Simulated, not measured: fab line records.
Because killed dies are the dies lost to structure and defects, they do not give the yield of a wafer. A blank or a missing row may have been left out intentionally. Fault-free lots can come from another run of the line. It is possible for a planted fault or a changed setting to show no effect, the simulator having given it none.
fab line records	flow n5_finfet	part 1 of 2: steps 1 to 20 of 29
record lots=5	wafers=15	last_day=17
route steps=1938 shown MOL_CONTACT_COAG@610 BEOL_M0_SAQP@632
lots with no fault: from the same line, run without faults
start_h: start of the lot's first displayed wafer, in hours after the record's first day	wait_h: time in hours since the lot's previous step	" unchanged from the row above	L1.1+2: several wafers, shown together as one row	- no value present, or no start provided	* or withheld: withheld	< > ~ a bound
route shown NAME@n: names a module that has steps shown in the file, with the first one's number in the route	usual: mean and standard deviation over wafers with no fault	same: alike in all rows	chamber/n: place in a boat	sites: each site's reading	_std_site: how widely they spread, as a standard deviation	_edge_site: outer sites' mean less inner sites'	radius_mm: for every site, how far away it sits from the centre of the wafer	mask NAME#n: copy n	behind: tool/chamber where the wafer was last shaped	hold: what put the lot on hold/how long, in hours/how the hold closed	device: which transistor (n, p or np) failed to switch	end of line: tests run on the same wafers once the route is complete	a step without rows: its recipe alone	killed: not the wafer's yield, but the dies lost to structure and defects at the first sort	map: the dies of a wafer, with x for killed, . for not killed, _ for no die there
set.NAME: the setting that was run; set.NAME@STEP: the one run at that earlier step	model.NAME: the simulator's own value behind a step, which no gauge read
certain route steps with their lots: each step a table, each wafer a row
services: when a tool's chamber went out of use (start_h, in hours from the record's first day, below 0 if earlier), for how many hours, and the reason
## steps
# step N5_MOL_CONTACT_COAG_ETCH_67
# recipe chemistry=N2/H2	target=SOC	target_depth_a=600	overetch_a=210	mask_material=SiARC	temp_c=40	time_s=101.2	ion_energy_ev=200	pressure_mtorr=30	source_w=840	bias_w=150	n2_flow_sccm=200	h2_flow_sccm=200
# usual drypump_motor_current_A=5.5/0.4	h2_flow_sccm=200.0/0.64	oes_product_au=0.65/0.073	rf_vpp_V=523.8/2.8	showerhead_plenum_p_Torr=2.54/0.094	throttle_valve_pct=17.80/0.26
lot.wafer	tool	chamber	start_h	wait_h	drypump_motor_current_A	h2_flow_sccm	oes_product_au	rf_hours_counter_h	rf_vpp_V	showerhead_plenum_p_Torr	throttle_valve_pct
L076.1	rie_diel-04	0	109.73	0.0	6.0	200.3	0.58	238	525.2	2.61	17.81
L076.2	"	3	"	"	5.1	200.7	0.58	235	525.5	2.63	17.89
L076.4	"	1	"	"	5.6	200.4	0.59	214	520.7	2.43	18.02
L078.1	rie_diel-04	1	128.21	0.0	5.6	199.1	0.59	221	520.3	2.42	18.02
L078.5	"	0	"	"	6.1	200.9	0.58	-	526.2	2.61	17.82
L078.6	"	3	"	"	5.0	200.2	0.58	-	525.6	2.63	17.89
L084.1	rie_diel-01	0	159.79	0.0	6.0	200.2	0.77	31	523.0	2.47	17.51
L084.5	"	1	"	"	5.2	199.9	0.64	-	524.1	2.54	17.87
L084.6	"	0	"	"	6.0	199.2	0.77	-	522.5	2.47	17.52
L094.2	rie_diel-04	1	222.95	0.0	5.6	200.4	0.82	5	529.4	2.73	17.72
L094.3	"	0	"	"	6.0	198.8	0.74	26	525.0	2.59	17.49
L094.4	"	3	"	"	5.1	200.2	0.75	-	527.1	2.61	17.37
L097.1	rie_diel-01	0	241.55	0.0	6.0	200.0	0.73	62	522.6	2.46	17.54
L097.2	"	1	"	"	5.2	199.4	0.61	176	524.2	2.53	17.92
L097.4	"	3	"	"	6.0	199.8	0.59	221	526.0	2.63	18.02
# step N5_MOL_CONTACT_COAG_STRIP_68
# recipe chemistry=N2/H2	temp_c=40	n2_flow_sccm=200	h2_flow_sccm=200	rf_frequency_hz=6e+07
lot.wafer	tool	chamber	start_h	wait_h
L076.1+2+4	rie_diel-04	0,3,1	109.80	0.0
L078.1+5+6	rie_diel-04	1,0,3	128.28	0.0
L084.1+5+6	rie_diel-01	0,1,0	159.86	0.0
L094.2+3+4	rie_diel-04	1,0,3	223.02	0.0
L097.1+2+4	rie_diel-01	0,1,3	241.62	0.0
# step N5_MOL_CONTACT_COAG_STRIP_69
# recipe chemistry=N2/H2	temp_c=40	n2_flow_sccm=200	h2_flow_sccm=200	rf_frequency_hz=6e+07
lot.wafer	tool	chamber	start_h	wait_h
L076.1+2+4	rie_diel-04	0,3,1	109.81	0.0
L078.1+5+6	rie_diel-04	1,0,3	128.29	0.0
L084.1+5+6	rie_diel-01	0,1,0	159.87	0.0
L094.2+3+4	rie_diel-04	1,0,3	223.03	0.0
L097.1+2+4	rie_diel-01	0,1,3	241.63	0.0
# step N5_MOL_CONTACT_COAG_ETCHBACK_136
# recipe chemistry=CHF3	target=SiO2	target_depth_a=250	time_s=16.7	ion_energy_ev=200	pressure_mtorr=30	source_w=610	bias_w=170	Ar_flow_sccm=200	CHF3_flow_sccm=50
# usual drypump_motor_current_A=5.5/0.4	oes_product_au=0.78/0.089	rf_vpp_V=530/19	showerhead_plenum_p_Torr=2.38/0.093	throttle_valve_pct=18.73/0.25
lot.wafer	tool	chamber	start_h	wait_h	drypump_motor_current_A	oes_product_au	rf_hours_counter_h	rf_vpp_V	showerhead_plenum_p_Torr	throttle_valve_pct
L076.1	rie_diel-04	0	109.82	0.0	6.0	0.68	238	537	2.47	18.89
L076.2	"	3	"	"	5.1	0.70	235	516	2.44	18.63
L076.4	"	1	"	"	5.6	0.69	214	517	2.29	18.93
L078.1	rie_diel-04	1	128.30	0.0	5.6	0.70	221	516	2.28	18.95
L078.5	"	0	"	"	6.1	0.67	-	538	2.47	18.91
L078.6	"	3	"	"	5.0	0.69	-	516	2.44	18.62
L084.1	rie_diel-01	0	159.88	0.0	6.0	0.91	31	566	2.33	18.46
L084.5	"	1	"	"	5.2	0.75	-	516	2.37	18.79
L084.6	"	0	"	"	6.0	0.92	-	565	2.33	18.45
L094.2	rie_diel-04	1	223.04	0.0	5.6	0.98	5	526	2.56	18.65
L094.3	"	0	"	"	6.0	0.88	26	538	2.45	18.60
L094.4	"	3	"	"	5.0	0.92	-	514	2.43	18.15
L097.1	rie_diel-01	0	241.64	0.0	6.0	0.86	62	565	2.32	18.49
L097.2	"	1	"	"	5.2	0.72	176	513	2.36	18.85
L097.4	"	3	"	"	5.9	0.69	221	561	2.44	18.83
# step N5_MOL_CONTACT_COAG_STRIP_120
# recipe chemistry=CHF3	resist=SiARC	rf_frequency_hz=6e+07
lot.wafer	tool	chamber	start_h	wait_h
L076.1+2+4	rie_diel-04	0,3,1	109.85	0.0
L078.1+5+6	rie_diel-04	1,0,3	128.33	0.0
L084.1+5+6	rie_diel-01	0,1,0	159.91	0.0
L094.2+3+4	rie_diel-04	1,0,3	223.06	0.0
L097.1+2+4	rie_diel-01	0,1,3	241.67	0.0
# step N5_MOL_CONTACT_COAG_VIA_ETCH_117
# recipe chemistry=C4F6/O2	target_depth_a=400	overetch_a=80	mask_material=SOC	target=SiO2	bias_w=455	pressure_mtorr=10	time_s=26	source_w=325	Ar_flow_sccm=300	C4F6_flow_sccm=10	O2_flow_sccm=10	ion_energy_ev=575.3	ends=end_point
# usual drypump_motor_current_A=5.5/0.4	oes_o_777_au=0.77/0.088	oes_product_au=0.70/0.078	rf_vpp_V=1604/54	showerhead_plenum_p_Torr=2.84/0.11	throttle_valve_pct=41.1/0.49
lot.wafer	tool	chamber	start_h	wait_h	drypump_motor_current_A	oes_o_777_au	oes_product_au	rf_hours_counter_h	rf_vpp_V	showerhead_plenum_p_Torr	throttle_valve_pct
L076.1	rie_diel-04	0	109.86	0.0	6.0	0.65	0.63	238	1628	2.95	41.2
L076.2	"	3	"	"	5.0	0.74	0.62	235	1563	2.91	41.6
L076.4	"	1	"	"	5.6	0.66	0.64	214	1563	2.72	41.0
L078.1	rie_diel-04	1	128.34	0.0	5.6	0.65	0.62	221	1561	2.72	41.0
L078.5	"	0	"	"	6.0	0.65	0.62	-	1630	2.95	41.2
L078.6	"	3	"	"	5.0	0.74	0.62	-	1564	2.91	41.6
L084.1	rie_diel-01	0	159.92	0.0	6.0	0.82	0.84	31	1704	2.78	40.9
L084.5	"	1	"	"	5.2	0.72	0.68	-	1562	2.83	41.1
L084.6	"	0	"	"	6.0	0.83	0.82	-	1706	2.78	40.9
L094.2	rie_diel-04	1	223.07	0.0	5.6	0.91	0.87	5	1587	3.05	41.3
L094.3	"	0	"	"	6.0	0.84	0.79	26	1626	2.93	41.4
L094.4	"	3	"	"	5.1	0.97	0.79	-	1561	2.90	40.1
L097.1	rie_diel-01	0	241.68	0.0	6.0	0.79	0.78	62	1704	2.76	40.9
L097.2	"	1	"	"	5.2	0.70	0.67	176	1562	2.82	41.2
L097.4	"	3	"	"	5.9	0.69	0.62	221	1694	2.92	41.0
# step N5_MOL_CONTACT_COAG_ETCH_124
# recipe chemistry=CH3F/O2	target=SiNx	target_depth_a=65	mask_material=SOC	stop_on=SiOC	over_etch_frac=0.3	ion_energy_ev=120	pressure_mtorr=30	source_w=395	bias_w=73	Ar_flow_sccm=150	CH3F_flow_sccm=30	O2_flow_sccm=20	ends=end_point
# usual drypump_motor_current_A=5.5/0.4	oes_o_777_au=0.77/0.085	oes_product_au=0.67/0.075	rf_vpp_V=300/11	showerhead_plenum_p_Torr=2.00/0.082	throttle_valve_pct=16.33/0.25
lot.wafer	tool	chamber	start_h	wait_h	drypump_motor_current_A	oes_o_777_au	oes_product_au	rf_hours_counter_h	rf_vpp_V	showerhead_plenum_p_Torr	throttle_valve_pct
L076.1	rie_diel-04	0	109.88	0.0	6.0	0.66	0.59	238	304	2.08	16.53
L076.2	"	3	"	"	5.1	0.73	0.59	235	293	2.06	16.26
L076.4	"	1	"	"	5.6	0.68	0.61	214	291	1.91	16.49
L078.1	rie_diel-04	1	128.37	0.0	5.6	0.67	0.59	221	289	1.91	16.51
L078.5	"	0	"	"	6.1	0.66	0.59	-	305	2.08	16.55
L078.6	"	3	"	"	5.1	0.72	0.59	-	292	2.05	16.28
L084.1	rie_diel-01	0	159.95	0.0	6.0	0.85	0.79	31	320	1.95	15.99
L084.5	"	1	"	"	5.2	0.72	0.64	-	291	2.00	16.41
L084.6	"	0	"	"	6.0	0.85	0.78	-	319	1.95	16.00
L094.2	rie_diel-04	1	223.10	0.0	5.6	0.92	0.83	5	297	2.15	16.13
L094.3	"	0	"	"	6.0	0.84	0.75	26	304	2.06	16.18
L094.4	"	3	"	"	5.1	0.94	0.77	-	291	2.04	15.74
L097.1	rie_diel-01	0	241.70	0.0	6.0	0.81	0.75	62	319	1.94	16.06
L097.2	"	1	"	"	5.2	0.69	0.62	176	293	1.98	16.46
L097.4	"	3	"	"	5.9	0.68	0.60	221	318	2.06	16.50
# step N5_MOL_CONTACT_COAG_ETCH_48
# recipe chemistry=C4F6/O2	target_depth_a=150	overetch_a=45	mask_material=SOC	target=SiOC	bias_w=465	pressure_mtorr=10	time_s=17	source_w=335	Ar_flow_sccm=300	C4F6_flow_sccm=10	O2_flow_sccm=10	ion_energy_ev=576
# usual drypump_motor_current_A=5.5/0.4	oes_o_777_au=0.76/0.089	oes_product_au=0.64/0.082	rf_vpp_V=1606/54	showerhead_plenum_p_Torr=2.84/0.11	throttle_valve_pct=40.6/0.47
lot.wafer	tool	chamber	start_h	wait_h	drypump_motor_current_A	oes_o_777_au	oes_product_au	rf_hours_counter_h	rf_vpp_V	showerhead_plenum_p_Torr	throttle_valve_pct
L076.1	rie_diel-04	0	109.92	0.0	6.0	0.65	0.51	238	1631	2.95	40.7
L076.2	"	3	"	"	5.0	0.74	0.53	235	1564	2.91	41.0
L076.4	"	1	"	"	5.6	0.65	0.55	214	1566	2.72	40.5
L078.1	rie_diel-04	1	128.41	0.0	5.6	0.66	0.56	221	1564	2.72	40.5
L078.5	"	0	"	"	6.0	0.65	0.56	-	1629	2.95	40.8
L078.6	"	3	"	"	5.1	0.74	0.57	-	1563	2.91	41.1
L084.1	rie_diel-01	0	159.99	0.0	6.0	0.83	0.84	31	1706	2.78	40.5
L084.5	"	1	"	"	5.2	0.72	0.69	-	1565	2.83	40.7
L084.6	"	0	"	"	6.0	0.83	0.83	-	1706	2.78	40.5
L094.2	rie_diel-04	1	223.14	0.0	5.6	0.92	0.77	5	1590	3.05	40.8
L094.3	"	0	"	"	6.0	0.84	0.72	26	1628	2.93	41.0
L094.4	"	3	"	"	5.1	0.96	0.70	-	1562	2.90	39.6
L097.1	rie_diel-01	0	241.74	0.0	6.0	0.79	0.72	62	1706	2.76	40.4
L097.2	"	1	"	"	5.2	0.70	0.57	176	1563	2.82	40.7
L097.4	"	3	"	"	5.9	0.69	0.56	221	1696	2.92	40.5
# step N5_MOL_CONTACT_COAG_STRIP_72
# recipe chemistry=N2/H2	power_w=450	temp_c=40	pressure_mtorr=20	rf_frequency_hz=6e+07	overash_fraction=3	bias_power_w=7	h2_frac=0.5	n2_flow_sccm=200	h2_flow_sccm=200
# usual drypump_motor_current_A=5.5/0.4	h2_flow_sccm=199.8/0.6	oes_product_au=0.78/0.09	rf_vpp_V=59.0/1.9	showerhead_plenum_p_Torr=2.53/0.093	throttle_valve_pct=23.6/0.31
lot.wafer	tool	chamber	start_h	wait_h	drypump_motor_current_A	h2_flow_sccm	oes_product_au	rf_hours_counter_h	rf_vpp_V	showerhead_plenum_p_Torr	throttle_valve_pct
L076.1	rie_diel-04	0	109.98	0.0	6.1	200.4	0.69	238	63.3	2.60	23.4
L076.2	"	3	"	"	5.1	199.9	0.68	235	58.4	2.62	23.8
L076.4	"	1	"	"	5.6	198.9	0.70	214	59.0	2.42	23.8
L078.1	rie_diel-04	1	128.46	0.0	5.6	201.2	0.72	221	56.1	2.42	23.8
L078.5	"	0	"	"	6.0	198.8	0.67	-	57.3	2.60	23.4
L078.6	"	3	"	"	5.1	200.7	0.67	-	58.9	2.62	23.8
L084.1	rie_diel-01	0	160.04	0.0	6.0	199.6	0.94	31	58.1	2.47	23.4
L084.5	"	1	"	"	5.2	200.7	0.78	-	58.6	2.54	23.6
L084.6	"	0	"	"	6.0	199.8	0.93	-	60.3	2.47	23.4
L094.2	rie_diel-04	1	223.20	0.0	5.6	199.6	1.00	5	57.9	2.73	23.7
L094.3	"	0	"	"	6.0	199.3	0.88	26	58.6	2.59	23.2
L094.4	"	3	"	"	5.1	200.0	0.88	-	60.7	2.61	23.2
L097.1	rie_diel-01	0	241.80	0.0	6.0	200.2	0.89	62	56.8	2.45	23.4
L097.2	"	1	"	"	5.2	199.5	0.76	176	56.2	2.52	23.7
L097.4	"	3	"	"	5.9	200.7	0.69	221	59.1	2.62	23.8
# step N5_MOL_CONTACT_COAG_STRIP_49
# recipe chemistry=N2/H2	time_s=30	power_w=1000	temp_c=250	pressure_mtorr=withheld	n2_flow_sccm=1750	h2_flow_sccm=3250
# usual drypump_motor_current_A=5.9/0.79	h2_flow_sccm=3249/9.9	heater_power_w=327/13
lot.wafer	tool	chamber	start_h	wait_h	drypump_motor_current_A	h2_flow_sccm	heater_power_w	rf_hours_counter_h
L076.1	plasma_asher-01	1	110.06	-	6.6	3253	323	89
L076.2	"	0	"	"	5.4	3244	344	89
L076.4	"	1	"	"	6.5	3243	323	-
L078.1	plasma_asher-01	0	128.54	-	5.4	3265	348	93
L078.5	"	0	"	"	5.4	3242	345	-
L078.6	"	1	"	"	6.6	3228	325	-
L084.1	plasma_asher-02	0	160.12	-	6.8	3241	326	56
L084.5	"	1	"	"	4.8	3244	312	-
L084.6	"	0	"	"	6.7	3257	327	-
L094.2	plasma_asher-01	0	223.28	-	5.4	3243	342	111
L094.3	"	1	"	"	6.5	3249	324	-
L094.4	"	0	"	"	5.4	3257	352	-
L097.1	plasma_asher-02	0	241.89	-	6.7	3270	322	74
L097.2	"	1	"	"	4.8	3248	322	74
L097.4	"	1	"	"	4.9	3236	304	-
# step N5_MOL_CONTACT_COAG_PRECLEAN_138
# recipe chemistry=alkaline_clean	temp_c=60	time_s=60	do_ppb=50
lot.wafer	tool	chamber	start_h	wait_h
L076.1+2+4	wet_bench-03	5,6,7	110.16	0.1
L078.1+5+6	wet_bench-02	1,5,6	128.63	0.1
L084.1+5+6	wet_bench-03	3,7,1	160.21	0.1
L094.2+3+4	wet_bench-02	6,4,7	223.37	0.1
L097.1+2+4	wet_bench-03	1,3,4	241.97	0.1
# step N5_MOL_CONTACT_COAG_SRD_139
# recipe dry=ipa_marangoni	time_s=30	temp_c=23	rinse_liquid=diw
lot.wafer	tool	chamber	start_h	wait_h
L076.1+2+4	wet_bench-03	5,6,7	110.18	0.0
L078.1+5+6	wet_bench-02	1,5,6	128.65	0.0
L084.1+5+6	wet_bench-03	3,7,1	160.23	0.0
L094.2+3+4	wet_bench-02	6,4,7	223.39	0.0
L097.1+2+4	wet_bench-03	1,3,4	241.99	0.0
# step N5_MOL_CONTACT_COAG_CD_MEAS_101
# recipe target_cd_nm=16
# usual cd_nm=16.0/0.4
lot.wafer	tool	chamber	start_h	wait_h	cd_nm
L076.1	cd_sem-03	-	110.22	0.0	16.2
L076.2	"	-	"	"	15.9
L076.4	"	-	"	"	15.7
L078.1	cd_sem-01	-	128.69	0.0	15.2
L078.5	"	-	"	"	15.6
L078.6	"	-	"	"	15.5
L084.1	cd_sem-01	-	160.27	0.0	16.3
L084.5	"	-	"	"	15.5
L084.6	"	-	"	"	15.4
L094.2	cd_sem-01	-	223.43	0.0	15.8
L094.3	"	-	"	"	16.4
L094.4	"	-	"	"	16.0
L097.1	cd_sem-01	-	242.04	0.0	15.9
L097.2	"	-	"	"	16.1
L097.4	"	-	"	"	15.9
# step N5_MOL_CONTACT_COAG_PRE_CLEAN_121
# recipe gas=H2/He	time_s=*	temp_c=withheld
lot.wafer	tool	chamber	start_h	wait_h
L076.1+2+4	cvd_w-02	1,0,1	110.26	0.0
L078.1+5+6	cvd_w-02	0,0,1	128.73	0.0
L084.1+5+6	cvd_w-02	0,1,0	160.31	0.0
L094.2+3+4	cvd_w-01	0,0,1	223.47	0.0
L097.1+2+4	cvd_w-02	0,1,1	242.08	0.0
# step N5_MOL_CONTACT_COAG_CVD_140
# recipe material=W	target_thk_a=665	mode=selective_fill	temp_c=300	time_s=215
# usual heater_power_w=503/87
lot.wafer	tool	chamber	start_h	wait_h	heater_power_w
L076.1	cvd_w-02	1	110.35	0.1	399
L076.2	"	0	"	"	521
L076.4	"	1	"	"	413
L078.1	cvd_w-02	0	128.82	0.1	535
L078.5	"	0	"	"	539
L078.6	"	1	"	"	403
L084.1	cvd_w-02	0	160.40	0.1	542
L084.5	"	1	"	"	404
L084.6	"	0	"	"	532
L094.2	cvd_w-01	0	223.56	0.1	478
L094.3	"	0	"	"	463
L094.4	"	1	"	"	655
L097.1	cvd_w-02	0	242.17	0.1	523
L097.2	"	1	"	"	411
L097.4	"	1	"	"	403
# step N5_MOL_CONTACT_COAG_PRECLEAN_127
# recipe chemistry=DIW	time_s=57.5	temp_c=23
lot.wafer	tool	chamber	start_h	wait_h
L076.1+2+4	wet_bench-02	2,4,3	110.63	0.2
L078.1+5+6	wet_bench-03	0,5,2	129.10	0.2
L084.1+5+6	wet_bench-04	7,1,6	160.67	0.2
L094.2+3+4	wet_bench-02	3,7,1	223.83	0.2
L097.1+2+4	wet_bench-02	2,4,3	242.44	0.2
# step N5_MOL_CONTACT_COAG_SRD_128
# recipe dry_time_s=32	dry=n2_spin	spin_rpm=1500
lot.wafer	tool	chamber	start_h	wait_h
L076.1+2+4	wet_bench-02	2,4,3	110.65	0.0
L078.1+5+6	wet_bench-03	0,5,2	129.12	0.0
L084.1+5+6	wet_bench-04	7,1,6	160.69	0.0
L094.2+3+4	wet_bench-02	3,7,1	223.85	0.0
L097.1+2+4	wet_bench-02	2,4,3	242.46	0.0
# step N5_MOL_CONTACT_COAG_CMP_52
# recipe stop_on=SiO2	t_overpolish_s=1.5	post_cmp_clean=w_dilute_nh4oh	down_force_psi=4	platen_rpm=50.289	pad_velocity_m_s=1.0006	target_thk_nm=66.5
# usual motor_current_A=12.8/1.3	overpolish_run_s=1.501/0.0087	pad_life_wafers=1036/600	time_to_endpoint_s=13/3.5
lot.wafer	tool	chamber	start_h	wait_h	motor_current_A	overpolish_run_s	pad_life_wafers	time_to_endpoint_s
L076.2	cmp-03	0	110.72	0.1	15.0	1.504	1416	20
L076.1	"	1	"	"	11.9	1.504	1417	15
L076.4	"	3	"	"	13.6	1.490	1419	8
L078.1	cmp-03	3	129.20	0.1	13.9	1.501	1567	7
L078.6	"	2	"	"	13.7	1.503	-	14
L078.5	"	3	"	"	13.9	1.496	-	8
L084.1	cmp-03	1	160.84	0.1	11.3	1.507	1839	12
L084.5	"	2	"	"	13.6	1.498	-	15
L084.6	"	3	"	"	14.1	1.502	-	10
L094.4	cmp-01	2	223.92	0.1	13.4	1.500	1351	11
L094.3	"	3	"	"	12.8	1.487	1352	14
L094.2	"	0	"	"	14.1	1.493	1353	11
L097.4	cmp-01	1	242.77	0.3	11.1	1.496	1465	11
L097.2	"	2	"	"	12.9	1.489	1466	12
L097.1	"	3	"	"	12.9	1.494	1467	12
# step N5_MOL_CONTACT_COAG_THK_MEAS_53
# recipe reads=SiO2_of_MOL_CONTACT_COAG_PECVD_31
# usual VIA_MOL_THK=43.6/0.71
lot.wafer	tool	chamber	start_h	wait_h	VIA_MOL_THK[nm]
L076.1	film_metro-02	-	111.01	-	42.7
L076.2	"	-	"	"	43.8
L076.4	"	-	"	"	44.4
L078.1	film_metro-02	-	129.45	-	42.8
L078.5	"	-	"	"	44.0
L078.6	"	-	"	"	43.1
L084.1	film_metro-02	-	161.02	-	43.7
L084.5	"	-	"	"	43.9
L084.6	"	-	"	"	43.7
L094.2	film_metro-01	-	224.18	-	43.1
L094.3	"	-	"	"	43.8
L094.4	"	-	"	"	43.6
L097.1	film_metro-01	-	243.03	-	42.8
L097.2	"	-	"	"	43.4
L097.4	"	-	"	"	43.1
# step N5_MOL_CONTACT_COAG_ANNEAL_112
# recipe temp_c=400	time_s=1800	ambient=HPD2	pressure_atm=10
# usual wafer_temp_C_max=402.4/0.47
lot.wafer	tool	chamber	start_h	wait_h	wafer_temp_C_max
L076.1	hp_anneal-01	0	111.04	0.0	402.1
L076.2	"	0	"	"	402.3
L076.4	"	0	"	"	402.0
L078.1	hp_anneal-01	0	129.48	0.0	401.9
L078.5	"	0	"	"	402.5
L078.6	"	0	"	"	402.5
L084.1	hp_anneal-01	0	161.04	0.0	401.8
L084.5	"	0	"	"	402.4
L084.6	"	0	"	"	402.5
L094.2	hp_anneal-01	0	224.21	0.0	402.5
L094.3	"	0	"	"	402.3
L094.4	"	0	"	"	402.4
L097.1	hp_anneal-01	0	243.05	0.0	401.9
L097.2	"	0	"	"	402.8
L097.4	"	0	"	"	403.1
